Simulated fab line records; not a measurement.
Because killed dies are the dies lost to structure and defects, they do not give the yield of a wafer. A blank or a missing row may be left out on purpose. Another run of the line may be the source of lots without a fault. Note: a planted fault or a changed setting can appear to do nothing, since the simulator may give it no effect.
Matching of chambers    flow n5-finfet    4 sister chambers for N5_BEOL_M1_ETCH_70 on rie-diel-05
The step etches SOC in N2/H2, target depth 80 nm, overetch 16 nm, time 120 s. 14 wafers are shown with their chamber, then 7 later ones without.

WAFERS, EACH WITH ITS CHAMBER
wafer   chamber  showerhead-plenum-p-Torr (Torr)  throttle-valve-pct (%)  rf-vpp-V (V)
L076.1  3        2.53                             17.59                   524.0
L076.4  1        2.63                             18.01                   527.2
L076.5  2        2.67                             18.28                   526.3
L079.1  3        2.53                             17.64                   523.5
L079.4  2        2.67                             18.28                   526.0
L079.6  0        2.49                             18.08                   523.6
L084.1  2        2.66                             18.31                   525.9
L084.4  3        2.52                             17.64                   523.8
L084.6  1        2.63                             18.03                   525.2
L086.1  3        2.52                             17.64                   524.6
L086.5  1        2.62                             18.04                   526.0
L086.6  0        2.49                             17.69                   522.0
L087.1  3        2.52                             17.65                   522.0
L087.2  2        2.66                             18.31                   527.5

SIGNATURES (means of the wafers above)
reading                   chamber 0  chamber 1  chamber 2  chamber 3  scatter within a chamber
showerhead-plenum-p-Torr  2.4900     2.6267     2.6650     2.5240     0.00535
throttle-valve-pct        17.8850    18.0267    18.2950    17.6320    0.0893
rf-vpp-V                  522.800    526.133    526.425    523.580    0.933
Rule: distance of a wafer from a chamber = root of the sum over the readings of ((wafer's reading minus chamber's mean) / reading's scatter) squared. If the next closest chamber is less than 2 further off than the closest, the wafer can't be placed; otherwise it belongs to the closest. The scatter: take each reading less its chamber's mean, square it, sum over the shown wafers, divide by the number of wafers less the number of chambers, and take the root.

WAFERS MISSING THEIR CHAMBER
wafer   showerhead-plenum-p-Torr (Torr)  throttle-valve-pct (%)  rf-vpp-V (V)
L087.5  2.48                             17.71                   523.0
L091.1  2.52                             17.67                   522.8
L091.2  2.62                             18.06                   525.7
L091.6  2.52                             17.65                   523.4
L097.2  2.48                             17.73                   523.3
L097.3  2.51                             17.69                   523.3
L097.6  2.65                             18.34                   525.7

THE CHAMBER EACH PASSED THROUGH
wafer   from the rows above      in truth
L087.5  0                        0
L091.1  3                        3
L091.2  1                        1
L091.6  3                        3
L097.2  0                        0
L097.3  can't be placed: 3 or 0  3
L097.6  2                        2
Correct placement for 6 of the 7. These rows do not allow placing 1 (true chamber among the candidates in 1). 0 placed wrongly.
